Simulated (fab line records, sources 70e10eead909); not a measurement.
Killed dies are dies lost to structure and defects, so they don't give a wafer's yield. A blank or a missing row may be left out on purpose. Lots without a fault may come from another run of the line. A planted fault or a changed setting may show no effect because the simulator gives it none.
Chamber matching | flow nand_harc | NHARC_A_STAIRCASE_DESCUM_168 on rie_diel-10: 4 sister chambers
The step chemistry O2, time 3 s. 8 wafers are shown with their chamber, then 11 later ones without.

WAFERS WITH THEIR CHAMBER
wafer  | chamber | showerhead_plenum_p_Torr (Torr) | drypump_motor_current_A (A)
L078.4 | 2       | 1.98                            | 6.4
L078.5 | 2       | 1.98                            | 6.4
L079.1 | 0       | 2.02                            | 6.2
L079.6 | 1       | 2.07                            | 5.7
L080.3 | 1       | 2.07                            | 5.7
L080.5 | 3       | 1.77                            | 5.9
L080.6 | 0       | 2.02                            | 6.2
L083.4 | 3       | 1.76                            | 6.0

WAFERS WITHOUT THEIR CHAMBER
wafer  | showerhead_plenum_p_Torr (Torr) | drypump_motor_current_A (A)
L083.5 | 2.02                            | 6.2
L083.6 | 1.76                            | 6.0
L090.1 | 1.97                            | 6.4
L090.4 | 2.06                            | 5.7
L090.5 | 1.76                            | 5.9
L091.1 | 1.97                            | 6.3
L091.3 | 1.76                            | 5.9
L091.4 | 2.06                            | 5.7
L092.1 | 2.01                            | 6.2
L092.2 | 1.97                            | 6.4
L092.5 | 2.01                            | 6.2

WHICH CHAMBER EACH WENT THROUGH
wafer  | from the rows above | in truth
L083.5 | 0                   | 0
L083.6 | 3                   | 3
L090.1 | 2                   | 2
L090.4 | 1                   | 1
L090.5 | 3                   | 3
L091.1 | 2                   | 2
L091.3 | 3                   | 3
L091.4 | 1                   | 1
L092.1 | 0                   | 0
L092.2 | 2                   | 2
L092.5 | 0                   | 0
Placed correctly: 11 of 11. Can't be placed from these rows: 0. Placed wrongly: 0.
How it was worked out, from the rows above alone: a wafer's distance from a chamber is the root of the sum, over the readings, of the square of ((its reading less the chamber's mean) divided by the reading's scatter). The wafer belongs to the nearest chamber; if the next one is less than 2 further off, it can't be placed. A chamber's mean is the mean of its shown wafers. The scatter: the root of (the sum of the squares of (reading less its chamber's mean) over the shown wafers, divided by (wafers less chambers)).
